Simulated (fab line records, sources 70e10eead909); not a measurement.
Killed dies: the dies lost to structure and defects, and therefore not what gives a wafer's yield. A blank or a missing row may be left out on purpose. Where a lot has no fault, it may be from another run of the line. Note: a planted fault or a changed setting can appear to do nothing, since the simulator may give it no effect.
fab line records    flow nand-harc
[record] lots = 11  wafers = 33  last-day = 32
route steps=1302 shown A_SOURCE_PLATE@413 THIN_TSV@1245 END@1301
lots that met no fault: from a run of the same line without faults
start-h: hours from the record's opening day to when the first of the lot's shown wafers began    wait-h: hours since the lot's step before    " repeats the value in the row above    L1.1+2: a single row standing in for several wafers    - no value, or no start was given    * or withheld: withheld    < > ~ a bound
route shown NAME@n: NAME is a module with steps in the file, n the number in the route of the first one    usual: the fault-free wafers' mean and standard deviation    same: alike in all rows    chamber/n: place in a boat    sites: per-site readings    _std_site: the standard deviation of these    _edge_site: the outer-site mean with the inner-site mean subtracted    radius-mm: for every site, how far away it sits from the centre of the wafer    mask NAME#n: copy n    behind: tool/chamber where the wafer was last shaped    hold: reason for holding the lot/hours on hold/outcome of the hold    device: the n, p or np transistor that did not switch    end of line: tests run on the same wafers once the route is complete    a step given without rows: its recipe and nothing more    killed: count of dies lost to structure and defects at first sort (not the wafer's yield)    map: dies across one wafer; x = killed, . = not, _ = none there
set.NAME: the setting as run; set.NAME@STEP: as run at that earlier step    model.NAME: the simulator's own value behind a step, which no gauge read
one table for each step of the route and one row for each wafer, over a sample of lots
services: from which hour (start-h, from the record's first day; less than 0 if before it) a tool's chamber was out of use, for how many hours, and why
[[steps]]
[step NHARC_A_SOURCE_PLATE_PRECLEAN_00]
[recipe] time-s = 60  chemistry = HF-LAST
lot.wafer   tool          chamber  start-h  wait-h
L505.5+4+1  wet-bench-01  1,2,3    163.67   0.1
L506.4+2+6  wet-bench-02  3,4,5    168.06   0.1
L508.1+3+2  wet-bench-01  2,3,4    193.27   0.1
L509.6+1+2  wet-bench-04  3,4,6    202.44   0.0
L511.2+3+1  wet-bench-02  4,5,6    227.45   0.1
L516.2+4+1  wet-bench-04  1,2,6    268.55   0.0
L518.1+6+2  wet-bench-04  4,5,7    290.82   0.1
L517.4+2+5  wet-bench-04  3,4,5    292.08   0.1
L521.3+2+4  wet-bench-04  3,4,5    326.81   0.1
L524.5+1+2  wet-bench-01  7,0,3    344.09   0.1
L525.5+1+2  wet-bench-01  5,7,0    358.04   0.1
[step NHARC_THIN_TSV_CMP_01]
[recipe] target-thk-um = 3
[usual] motor-current-A = 12.4/1.1  retaining-ring-pressure-frac = 0.999/0.0048
lot.wafer  tool    chamber  start-h  wait-h  motor-current-A  retaining-ring-pressure-frac
L505.4     cmp-03  2        562.80   0.4     14.5             1.002
L505.1     "       3        "        "       10.7             1.005
L505.5     "       3        "        "       10.9             1.002
L506.4     cmp-03  2        581.86   0.5     14.6             1.000
L506.2     "       3        "        "       11.2             0.992
L506.6     "       1        "        "       11.4             0.995
L508.1     cmp-02  3        599.56   1.0     12.6             1.001
L508.3     "       0        "        "       10.5             0.997
L508.2     "       1        "        "       10.6             1.001
L509.1     cmp-02  3        603.92   1.1     13.1             0.998
L509.2     "       0        "        "       10.8             1.002
L509.6     "       2        "        "       13.7             1.001
L511.2     cmp-04  1        625.72   0.8     12.8             0.998
L511.1     "       2        "        "       12.4             1.003
L511.3     "       3        "        "       11.5             0.996
L516.4     cmp-03  1        678.08   0.5     11.1             0.997
L516.2     "       2        "        "       14.7             0.997
L516.1     "       3        "        "       10.7             0.995
L518.2     cmp-04  2        706.52   0.8     11.7             1.001
L518.1     "       0        "        "       13.4             0.993
L518.6     "       3        "        "       12.5             0.993
L517.4     cmp-04  2        707.69   0.4     11.9             0.998
L517.2     "       3        "        "       12.6             0.998
L517.5     "       3        "        "       12.0             0.995
L521.2     cmp-02  2        746.40   0.8     13.9             1.001
L521.4     "       3        "        "       12.7             1.001
L521.3     "       0        "        "       10.9             0.997
L524.1     cmp-02  1        754.21   1.0     10.6             0.996
L524.2     "       2        "        "       13.7             1.000
L524.5     "       1        "        "       10.6             0.996
L525.2     cmp-04  0        755.41   0.8     14.1             1.000
L525.1     "       3        "        "       12.7             0.991
L525.5     "       1        "        "       12.1             1.001
[step NHARC_THIN_TSV_CMP_21]
[recipe] t-overpolish-s = 30  target-thk-nm = 2000
[usual] motor-current-A = 12.4/1.3  overpolish-run-s = 30.000/0.0083  retaining-ring-pressure-frac = 0.999/0.0046
lot.wafer  tool    chamber  start-h  wait-h  motor-current-A  overpolish-run-s  retaining-ring-pressure-frac
L505.4     cmp-04  2        568.55   -       11.6             29.997            0.996
L505.1     "       0        "        "       13.1             30.008            0.993
L505.5     "       2        "        "       11.9             30.009            0.995
L506.2     cmp-04  2        587.36   -       12.0             29.978            1.007
L506.4     "       1        "        "       13.0             30.012            1.002
L506.6     "       3        "        "       12.7             29.993            0.997
L508.1     cmp-04  1        605.53   -       12.1             29.989            1.002
L508.2     "       2        "        "       12.2             29.997            0.996
L508.3     "       3        "        "       11.5             30.006            1.004
L509.1     cmp-03  1        609.77   -       12.0             29.997            1.006
L509.2     "       3        "        "       11.4             29.989            0.994
L509.6     "       1        "        "       10.9             29.998            1.006
L511.2     cmp-02  0        631.37   -       10.2             30.013            1.000
L511.1     "       1        "        "       11.5             30.007            1.002
L511.3     "       2        "        "       14.1             30.001            0.998
L516.4     cmp-02  1        683.73   -       10.8             29.998            0.993
L516.2     "       3        "        "       12.6             29.999            1.006
L516.1     "       0        "        "       11.0             30.002            1.010
L518.2     cmp-04  0        712.13   -       13.4             30.016            0.993
L518.1     "       2        "        "       11.9             29.995            1.002
L518.6     "       1        "        "       12.6             29.994            1.006
L517.4     cmp-03  3        713.31   -       10.7             29.994            0.992
L517.2     "       1        "        "       11.7             30.004            1.002
L517.5     "       3        "        "       11.1             29.997            0.996
L521.3     cmp-03  3        752.44   -       11.2             30.005            0.995
L521.2     "       0        "        "       13.2             29.985            0.995
L521.4     "       1        "        "       11.0             30.001            0.994
L524.2     cmp-04  1        759.81   -       12.0             30.005            0.993
L524.1     "       3        "        "       12.4             30.000            0.993
L524.5     "       1        "        "       12.8             29.994            0.995
L525.1     cmp-04  1        761.11   -       12.7             30.000            0.999
L525.2     "       2        "        "       11.5             30.013            1.005
L525.5     "       3        "        "       12.6             29.997            0.996
[step NHARC_THIN_TSV_PRE_CLEAN_54]
[recipe] time-s = 30  temp-c = 280  gas = H2/He
[usual] heater-power-w = 407/46
lot.wafer  tool            chamber  start-h  wait-h  heater-power-w
L505.4     pvd-sputter-03  -        569.09   0.0     347
L505.1     "               -        "        "       447
L505.5     "               -        "        "       446
L506.2     pvd-sputter-03  -        587.90   0.1     443
L506.4     "               -        "        "       409
L506.6     "               -        "        "       341
L508.3     pvd-sputter-01  -        606.06   0.1     418
L508.1     "               -        "        "       399
L508.2     "               -        "        "       497
L509.2     pvd-sputter-03  -        610.30   0.0     338
L509.1     "               -        "        "       431
L509.6     "               -        "        "       438
L511.1     pvd-sputter-01  -        631.89   0.0     382
L511.2     "               -        "        "       371
L511.3     "               -        "        "       418
L516.2     pvd-sputter-02  -        684.27   0.1     504
L516.1     "               -        "        "       385
L516.4     "               -        "        "       367
L518.1     pvd-sputter-02  -        712.67   0.1     485
L518.2     "               -        "        "       372
L518.6     "               -        "        "       430
L517.4     pvd-sputter-02  -        713.84   0.1     384
L517.2     "               -        "        "       422
L517.5     "               -        "        "       378
L521.2     pvd-sputter-01  -        752.95   0.1     377
L521.4     "               -        "        "       418
L521.3     "               -        "        "       388
L524.2     pvd-sputter-03  -        760.36   0.0     392
L524.1     "               -        "        "       387
L524.5     "               -        "        "       381
L525.2     pvd-sputter-03  -        761.58   0.0     336
L525.1     "               -        "        "       428
L525.5     "               -        "        "       335
[step NHARC_END_WLT_00]
[usual] VT_DECK1_BOTTOM = 0.874/0.0069  VT_DECK1_BOTTOM_INNER = 0.874/0.0069  VT_DECK1_MEDIAN_NEAR_BOTTOM = 0.875/0.0073  VT_DECK1_MEDIAN_NEAR_BOTTOM_INNER = 0.875/0.0076  VT_DECK1_MIDDLE = 0.888/0.0068  VT_DECK1_MIDDLE_INNER = 0.887/0.0071  VT_DECK1_TOP = 0.899/0.0076  VT_DECK1_TOP_INNER = 0.900/0.0074  VT_DECK2_BOTTOM = 0.874/0.0064  VT_DECK2_BOTTOM_INNER = 0.873/0.0065  VT_DECK2_MEDIAN_NEAR_BOTTOM = 0.875/0.0062  VT_DECK2_MEDIAN_NEAR_BOTTOM_INNER = 0.874/0.0062  VT_DECK2_MIDDLE = 0.887/0.0067  VT_DECK2_MIDDLE_INNER = 0.887/0.0067  VT_DECK2_TOP = 0.899/0.0074  VT_DECK2_TOP_INNER = 0.899/0.0059
lot.wafer  tool       chamber  start-h  wait-h  VT_DECK1_BOTTOM  VT_DECK1_BOTTOM_INNER  VT_DECK1_MEDIAN_NEAR_BOTTOM  VT_DECK1_MEDIAN_NEAR_BOTTOM_INNER  VT_DECK1_MIDDLE  VT_DECK1_MIDDLE_INNER  VT_DECK1_TOP  VT_DECK1_TOP_INNER  VT_DECK2_BOTTOM  VT_DECK2_BOTTOM_INNER  VT_DECK2_MEDIAN_NEAR_BOTTOM  VT_DECK2_MEDIAN_NEAR_BOTTOM_INNER  VT_DECK2_MIDDLE  VT_DECK2_MIDDLE_INNER  VT_DECK2_TOP  VT_DECK2_TOP_INNER
L505.1     prober-02  -        577.60   0.1     0.883            0.879                  0.871                        0.884                              0.889            0.892                  0.906         0.904               0.869            0.870                  0.871                        0.869                              0.889            0.884                  0.898         0.901
L505.4     "          -        579.10   1.6     0.874            0.883                  0.886                        0.879                              0.898            0.894                  0.897         0.895               0.875            0.885                  0.879                        0.869                              0.892            0.891                  0.900         0.901
L505.5     "          -        "        "       0.880            0.869                  0.880                        0.885                              0.889            0.888                  0.899         0.894               0.872            0.872                  0.871                        0.873                              0.890            0.889                  0.892         0.898
L506.2     prober-02  -        594.39   0.6     0.870            0.877                  0.874                        0.878                              0.888            0.887                  0.906         0.906               0.881            0.878                  0.881                        0.871                              0.891            0.887                  0.907         0.900
L506.4     "          -        595.39   1.6     0.874            0.880                  0.873                        0.887                              0.893            0.889                  0.913         0.905               0.875            0.870                  0.875                        0.875                              0.887            0.886                  0.903         0.896
L506.6     "          -        596.39   2.6     0.880            0.884                  0.875                        0.879                              0.892            0.894                  0.918         0.903               0.874            0.875                  0.877                        0.870                              0.883            0.889                  0.897         0.898
L508.1     prober-01  -        613.23   0.0     0.866            0.866                  0.865                        0.868                              0.881            0.876                  0.905         0.886               0.883            0.885                  0.877                        0.873                              0.891            0.891                  0.910         0.903
L508.2     "          -        "        "       0.863            0.872                  0.868                        0.865                              0.882            0.875                  0.894         0.898               0.880            0.874                  0.879                        0.880                              0.887            0.894                  0.898         0.912
L508.3     "          -        "        "       0.870            0.858                  0.866                        0.863                              0.870            0.885                  0.890         0.886               0.884            0.875                  0.884                        0.881                              0.899            0.891                  0.914         0.904
L509.1     prober-02  -        618.19   0.1     0.880            0.876                  0.873                        0.870                              0.883            0.884                  0.892         0.888               0.876            0.867                  0.884                        0.877                              0.892            0.880                  0.900         0.902
L509.2     "          -        "        "       0.870            0.866                  0.873                        0.871                              0.886            0.881                  0.889         0.901               0.875            0.868                  0.884                        0.867                              0.887            0.885                  0.897         0.900
L509.6     "          -        620.69   2.6     0.878            0.870                  0.871                        0.872                              0.877            0.879                  0.889         0.895               0.874            0.880                  0.874                        0.881                              0.889            0.887                  0.904         0.900
L511.1     prober-01  -        637.59   0.0     0.877            0.874                  0.870                        0.878                              0.882            0.889                  0.893         0.899               0.870            0.863                  0.880                        0.869                              0.887            0.887                  0.900         0.899
L511.2     "          -        "        "       0.877            0.876                  0.875                        0.867                              0.889            0.890                  0.886         0.897               0.863            0.873                  0.872                        0.872                              0.879            0.875                  0.899         0.899
L511.3     "          -        "        "       0.873            0.867                  0.879                        0.871                              0.880            0.884                  0.894         0.903               0.879            0.872                  0.879                        0.873                              0.880            0.879                  0.901         0.887
L516.1     prober-02  -        691.21   0.1     1.010            1.007                  1.009                        1.001                              1.022            1.020                  1.047         1.039               1.008            1.003                  0.997                        1.006                              1.016            1.015                  1.036         1.033
L516.2     "          -        "        "       1.000            1.004                  1.008                        1.005                              1.017            1.018                  1.026         1.038               1.009            1.007                  0.993                        1.009                              1.026            1.031                  1.047         1.037
L516.4     "          -        "        "       1.001            1.005                  1.011                        1.013                              1.025            1.023                  1.033         1.037               1.007            1.004                  1.009                        1.005                              1.022            1.017                  1.025         1.037
L518.1     prober-02  -        719.73   0.1     0.997            0.990                  0.998                        1.012                              1.013            1.012                  1.019         1.024               1.007            0.999                  1.007                        0.996                              1.017            1.019                  1.038         1.037
L518.2     "          -        "        "       1.004            0.989                  0.998                        1.000                              1.013            1.005                  1.023         1.023               1.005            1.010                  1.007                        1.004                              1.028            1.031                  1.033         1.031
L518.6     "          -        722.30   2.6     0.996            0.991                  0.992                        1.001                              1.021            1.008                  1.021         1.017               1.008            1.001                  1.001                        0.999                              1.025            1.017                  1.040         1.032
L517.2     prober-01  -        720.20   0.5     1.010            1.003                  0.999                        1.005                              1.016            1.011                  1.025         1.034               0.996            1.005                  0.989                        0.997                              1.014            1.012                  1.018         1.029
L517.4     "          -        "        "       1.001            0.995                  0.998                        1.003                              1.019            1.015                  1.024         1.033               1.003            1.003                  1.002                        0.998                              1.022            1.010                  1.027         1.030
L517.5     "          -        "        "       1.000            0.998                  0.996                        1.002                              1.013            1.012                  1.027         1.035               0.995            0.997                  1.005                        1.003                              1.017            1.008                  1.014         1.028
L521.2     prober-02  -        762.50   3.6     0.997            0.994                  0.998                        0.995                              1.012            1.011                  1.027         1.021               0.999            1.002                  1.000                        1.004                              1.001            1.016                  1.027         1.025
L521.3     "          -        "        "       1.001            0.997                  0.996                        0.995                              1.022            1.016                  1.028         1.028               1.001            0.992                  1.002                        1.000                              1.003            1.014                  1.028         1.031
L521.4     "          -        "        "       0.996            0.987                  0.998                        0.988                              1.010            1.012                  1.025         1.031               1.012            0.998                  1.004                        0.999                              1.020            1.014                  1.023         1.030
L524.1     prober-01  -        768.54   0.0     0.886            0.883                  0.894                        0.887                              0.902            0.895                  0.911         0.911               0.878            0.871                  0.880                        0.871                              0.885            0.893                  0.903         0.890
L524.2     "          -        "        "       0.887            0.882                  0.890                        0.891                              0.881            0.893                  0.904         0.906               0.875            0.867                  0.871                        0.872                              0.878            0.885                  0.894         0.890
L524.5     "          -        770.52   2.0     0.890            0.887                  0.890                        0.892                              0.897            0.902                  0.915         0.913               0.872            0.870                  0.876                        0.869                              0.881            0.890                  0.889         0.903
L525.1     prober-02  -        769.80   1.3     0.870            0.872                  0.872                        0.872                              0.886            0.895                  0.890         0.906               0.875            0.877                  0.880                        0.876                              0.895            0.891                  0.901         0.911
L525.2     "          -        "        "       0.881            0.875                  0.878                        0.880                              0.890            0.892                  0.898         0.900               0.881            0.870                  0.879                        0.880                              0.881            0.899                  0.907         0.904
L525.5     "          -        771.82   3.3     0.876            0.876                  0.879                        0.878                              0.890            0.892                  0.900         0.901               0.866            0.871                  0.881                        0.881                              0.893            0.890                  0.898         0.911
[[services]]
tool    chamber  start-h  hours  kind
cmp-04  -        159.79   0.7    repair
cmp-03  -        163.23   4.0    pm
cmp-04  -        193.68   1.7    repair
cmp-04  -        206.58   2.5    repair
cmp-04  -        209.10   4.0    pm
cmp-03  -        229.11   0.7    repair
cmp-02  -        232.52   4.0    pm
cmp-03  -        252.05   40.1   repair
cmp-04  -        295.55   1.7    repair
cmp-04  -        303.42   0.3    repair
cmp-04  -        307.10   4.0    pm
cmp-02  -        317.24   0.5    repair
cmp-04  -        322.13   0.7    repair
cmp-02  -        330.52   4.0    pm
cmp-03  -        371.51   2.4    repair
cmp-03  -        390.28   4.0    pm
cmp-04  -        405.10   4.0    pm
cmp-02  -        428.52   4.0    pm
cmp-03  -        456.90   2.2    repair
cmp-02  -        475.89   0.7    repair
cmp-04  -        503.10   4.0    pm
cmp-04  -        601.10   4.0    pm
cmp-04  -        679.78   0.2    repair
cmp-04  -        699.10   4.0    pm
[[key]]
[first-sign] step = NHARC_END_WLT_00  reading = VT_DECK2_TOP_INNER  direction = up  sigmas = 23  usual = 0.899  struck = 1.032
[effect] step = NHARC_END_WLT_00  reading = VT_DECK2_MEDIAN_NEAR_BOTTOM  direction = up  sigmas = 20  usual = 0.875  struck = 1.002
met-at NHARC_A_SOURCE_PLATE_PRECLEAN_00
struck-lots L516,L517,L518,L521
tester-left-out L516,L517,L518,L521
not-acting-at NHARC_THIN_TSV_CMP_01,NHARC_THIN_TSV_CMP_21,NHARC_THIN_TSV_PRE_CLEAN_54
onset-between 202.44 268.55
[fault] kind = metallic-contamination-source  tool = wet-bench-04  chamber = -  onset-h = 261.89  steps = NHARC_A_SOURCE_PLATE_PRECLEAN_00  rate-cm2-per-visit = 2.2658e+12  species = metal-fe-cm2
// tester-left-out: of these lots the tester's yield and bins aren't shown, on N5 and GAA mostly nor the transistor test; their killed dies are dies lost to structure and defects alone, not to doping, threshold or leakage, so they don't give the yield
